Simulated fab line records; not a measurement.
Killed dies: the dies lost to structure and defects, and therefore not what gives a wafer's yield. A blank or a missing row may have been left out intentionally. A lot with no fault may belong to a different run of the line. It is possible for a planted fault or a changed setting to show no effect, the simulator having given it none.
What tool caused it? + flow nand harc + Sampling: 12 lots, 36 wafers, 5 of 1302 route steps

## WHAT THE GAUGES SHOWED, per wafer
NHARC_A_ONON_D1_THK_MEAS_05: measures by ellipsometry. Usual: 998 nm for thk nm, sd 11.
| lot  | measured     | on            | thk nm (nm)    | flag |
|------|--------------|---------------|----------------|------|
| L113 | day 8 03:01  | film metro-02 | 1000 1000 1002 |      |
| L114 | day 8 12:59  | film metro-01 | 994 993 992    |      |
| L115 | day 8 23:29  | film metro-02 | 990 990 990    |      |
| L116 | day 9 08:24  | film metro-01 | 995 994 994    |      |
| L121 | day 12 03:15 | film metro-01 | 1001 1001 1002 |      |
| L124 | day 12 14:32 | film metro-02 | 1005 1004 1003 |      |
| L125 | day 13 17:00 | film metro-01 | 1013 1013 1013 |      |
| L126 | day 13 17:00 | film metro-02 | 999 999 1000   |      |
| L132 | day 16 03:17 | film metro-01 | 990 990 988    |      |
| L133 | day 16 15:18 | film metro-01 | 982 983 982    |      |
| L134 | day 16 20:40 | film metro-01 | 994 997 996    |      |
| L135 | day 17 06:31 | film metro-02 | 1009 1008 1008 |      |

NHARC_END_SORT_01. Usual: killed at array 63, standard deviation 17; killed at other 0.8, standard deviation 1.1; killed at periphery 3.5, standard deviation 3; killed dies 67, standard deviation 17; killed open 3.1, standard deviation 1.6; killed short 2.6, standard deviation 1.4.
| lot  | measured     | on        | killed at array | killed at other | killed at periphery | killed dies | killed open | killed short | flag |
|------|--------------|-----------|-----------------|-----------------|---------------------|-------------|-------------|--------------|------|
| L126 | day 30 02:14 | prober-01 | 64 73 77        | 3 1 1           | 17 14 15            | 84 88 93    | 0 2 2       | 0 3 2        | OFF  |

## EACH LOT AND THE TOOL THAT RAN IT (in order: tool; ch and the chambers of the sampled wafers; start)
| lot  | NHARC_A_CHANNEL_HOLE_D1_SOFTBAKE_05 | NHARC_A_CHANNEL_HOLE_D1_ETCH_23  | NHARC_A_CHANNEL_HOLE_D1_ETCH_24  |
|------|-------------------------------------|----------------------------------|----------------------------------|
| L113 | litho track-01 ch 0, day 8 17:00    | har etch-02 ch 0,1, day 8 20:31  | har etch-02 ch 0,1, day 8 21:13  |
| L114 | litho track-04 ch 0, day 9 03:00    | har etch-02 ch 0,1, day 9 07:14  | har etch-02 ch 0,1, day 9 07:56  |
| L115 | litho track-06 ch 0, day 9 16:00    | har etch-01 ch 0,1, day 9 23:21  | har etch-01 ch 0,1, day 10 00:05 |
| L116 | litho track-04 ch 0, day 10 00:00   | har etch-02 ch 1, day 10 05:46   | har etch-02 ch 1, day 10 06:28   |
| L121 | litho track-04 ch 0, day 12 17:00   | har etch-01 ch 0,1, day 12 21:04 | har etch-01 ch 0,1, day 12 21:46 |
| L124 | litho track-04 ch 0, day 13 08:00   | har etch-01 ch 0,1, day 13 16:14 | har etch-01 ch 0,1, day 13 16:56 |
| L125 | litho track-06 ch 0, day 14 09:00   | har etch-02 ch 0,1, day 14 14:47 | har etch-02 ch 0,1, day 14 15:29 |
| L126 | litho track-04 ch 0, day 14 09:00   | har etch-01 ch 0,1, day 14 14:39 | har etch-01 ch 0,1, day 14 15:20 |
| L132 | litho track-01 ch 0, day 16 20:00   | har etch-01 ch 0,1, day 17 00:53 | har etch-01 ch 0,1, day 17 01:36 |
| L133 | litho track-06 ch 0, day 17 07:00   | har etch-01 ch 0,1, day 17 12:37 | har etch-01 ch 0,1, day 17 13:19 |
| L134 | litho track-06 ch 0, day 17 12:00   | har etch-01 ch 0,1, day 17 16:46 | har etch-01 ch 0,1, day 17 17:28 |
| L135 | litho track-01 ch 0, day 17 22:00   | har etch-02 ch 0,1, day 18 01:57 | har etch-02 ch 0,1, day 18 02:39 |
- NHARC_A_CHANNEL_HOLE_D1_SOFTBAKE_05: time 55 s.
- NHARC_A_CHANNEL_HOLE_D1_ETCH_23: etches the open film in C4F8/O2/Ar, time 819 s, target depth 1600 nm.
- NHARC_A_CHANNEL_HOLE_D1_ETCH_24: etches the open film in C4F8/O2/Ar, time 906.2 s, target depth 1500 nm.

## WHAT THE TOOLS THEMSELVES READ (means of the sampled wafers that have a number; where no wafer has one, the mark that the record gives instead)
NHARC_A_CHANNEL_HOLE_D1_SOFTBAKE_05. Usual: 188.45 W for heater power total W, sd 0.14.
| lot  | tool           | heater power total W (W) | flag |
|------|----------------|--------------------------|------|
| L113 | litho track-01 | 188.55                   |      |
| L114 | litho track-04 | 188.49                   |      |
| L115 | litho track-06 | 188.46                   |      |
| L116 | litho track-04 | 188.34                   |      |
| L121 | litho track-04 | 188.36                   |      |
| L124 | litho track-04 | 185.01                   | OFF  |
| L125 | litho track-06 | 188.45                   |      |
| L126 | litho track-04 | 185.15                   | OFF  |
| L132 | litho track-01 | 188.34                   |      |
| L133 | litho track-06 | 188.48                   |      |
| L134 | litho track-06 | 188.38                   |      |
| L135 | litho track-01 | 188.40                   |      |

NHARC_A_CHANNEL_HOLE_D1_ETCH_23. Usual: chamber pressure mTorr 20.004 mTorr, standard deviation 0.018; drypump motor current A 5.7 A, standard deviation 0.51; o2 flow sccm 35.70 sccm, standard deviation 0.11; showerhead plenum p Torr 3.65 Torr, standard deviation 0.11; throttle valve pct 32.155 %, standard deviation 0.0086.
| lot  | tool        | chamber pressure mTorr (mTorr) | drypump motor current A (A) | o2 flow sccm (sccm) | showerhead plenum p Torr (Torr) | throttle valve pct (%) | flag |
|------|-------------|--------------------------------|-----------------------------|---------------------|---------------------------------|------------------------|------|
| L113 | har etch-02 | 19.990                         | 5.6                         | 35.74               | 3.76                            | 32.153                 |      |
| L114 | har etch-02 | 19.992                         | 5.3                         | 35.62               | 3.76                            | 32.153                 |      |
| L115 | har etch-01 | 20.006                         | 5.7                         | 35.62               | 3.59                            | 32.153                 |      |
| L116 | har etch-02 | 19.998                         | 5.1                         | 35.58               | 3.75                            | 32.148                 |      |
| L121 | har etch-01 | 20.009                         | 5.7                         | 35.75               | 3.57                            | 32.150                 |      |
| L124 | har etch-01 | 20.014                         | 5.7                         | 35.81               | 3.57                            | 32.159                 |      |
| L125 | har etch-02 | 20.007                         | 5.6                         | 35.70               | 3.72                            | 32.145                 |      |
| L126 | har etch-01 | 19.991                         | 5.7                         | 35.72               | 3.56                            | 32.147                 |      |
| L132 | har etch-01 | 20.000                         | 6.1                         | 35.71               | 3.60                            | 32.153                 |      |
| L133 | har etch-01 | 19.992                         | 5.7                         | 35.64               | 3.54                            | 32.155                 |      |
| L134 | har etch-01 | 19.999                         | 6.0                         | 35.71               | 3.59                            | 32.151                 |      |
| L135 | har etch-02 | 19.993                         | 5.3                         | 35.75               | 3.71                            | 32.151                 |      |

NHARC_A_CHANNEL_HOLE_D1_ETCH_24. Usual: chamber pressure mTorr 19.999 mTorr, standard deviation 0.017; drypump motor current A 5.7 A, standard deviation 0.52; o2 flow sccm 31.19 sccm, standard deviation 0.09; showerhead plenum p Torr 3.65 Torr, standard deviation 0.11; throttle valve pct 32.236 %, standard deviation 0.0085.
| lot  | tool        | chamber pressure mTorr (mTorr) | drypump motor current A (A) | o2 flow sccm (sccm) | showerhead plenum p Torr (Torr) | throttle valve pct (%) | flag |
|------|-------------|--------------------------------|-----------------------------|---------------------|---------------------------------|------------------------|------|
| L113 | har etch-02 | 19.987                         | 5.6                         | 31.24               | 3.76                            | 32.243                 |      |
| L114 | har etch-02 | 20.010                         | 5.3                         | 31.12               | 3.76                            | 32.241                 |      |
| L115 | har etch-01 | 19.991                         | 5.7                         | 31.16               | 3.59                            | 32.231                 |      |
| L116 | har etch-02 | 19.994                         | 5.1                         | 31.33               | 3.75                            | 32.234                 |      |
| L121 | har etch-01 | 20.002                         | 5.7                         | 31.13               | 3.57                            | 32.247                 |      |
| L124 | har etch-01 | 20.012                         | 5.7                         | 31.19               | 3.56                            | 32.236                 |      |
| L125 | har etch-02 | 19.991                         | 5.6                         | 31.23               | 3.71                            | 32.245                 |      |
| L126 | har etch-01 | 20.007                         | 5.7                         | 31.07               | 3.55                            | 32.232                 |      |
| L132 | har etch-01 | 19.990                         | 6.0                         | 31.23               | 3.60                            | 32.243                 |      |
| L133 | har etch-01 | 19.996                         | 5.7                         | 31.12               | 3.53                            | 32.238                 |      |
| L134 | har etch-01 | 19.985                         | 6.1                         | 31.23               | 3.59                            | 32.236                 |      |
| L135 | har etch-02 | 20.013                         | 5.3                         | 31.23               | 3.70                            | 32.232                 |      |

## THE ANSWER, worked out from the rows above alone
Rule: lot off if the mean of its wafers having a number is beyond 3 standard deviations from the usual mean. A lot without any number at a reading at which 4 lots or more have one is off too. The other lots that the step has rows for count as sound. The gauges are gone through in route order, then the tools' own readings, and for those a lot's mean is taken as printed above. The first step at which some lot is off is used, and at that step the reading that is off furthest; a lot without a number counts as furthest.
Off: L126 (NHARC_END_SORT_01, killed at periphery). Neither off nor sound, because the step has no rows for them: L113, L114, L115, L116, L121, L124, L125, L132, L133, L134, L135.
If a tool, at a process step before that reading, ran all the lots that are off and no sound lot after the first of them, it fits. The gauges at NHARC_END_SORT_01 aren't tried: what is off there is off at NHARC_A_CHANNEL_HOLE_D1_SOFTBAKE_05 too, on other tools, and a gauge's error can't cause that. This does not decide it: 2 tools fit, namely litho track-04 at NHARC_A_CHANNEL_HOLE_D1_SOFTBAKE_05 and har etch-01 at NHARC_A_CHANNEL_HOLE_D1_ETCH_23 and NHARC_A_CHANNEL_HOLE_D1_ETCH_24.

## WHAT THE SIMULATOR HAD INSERTED
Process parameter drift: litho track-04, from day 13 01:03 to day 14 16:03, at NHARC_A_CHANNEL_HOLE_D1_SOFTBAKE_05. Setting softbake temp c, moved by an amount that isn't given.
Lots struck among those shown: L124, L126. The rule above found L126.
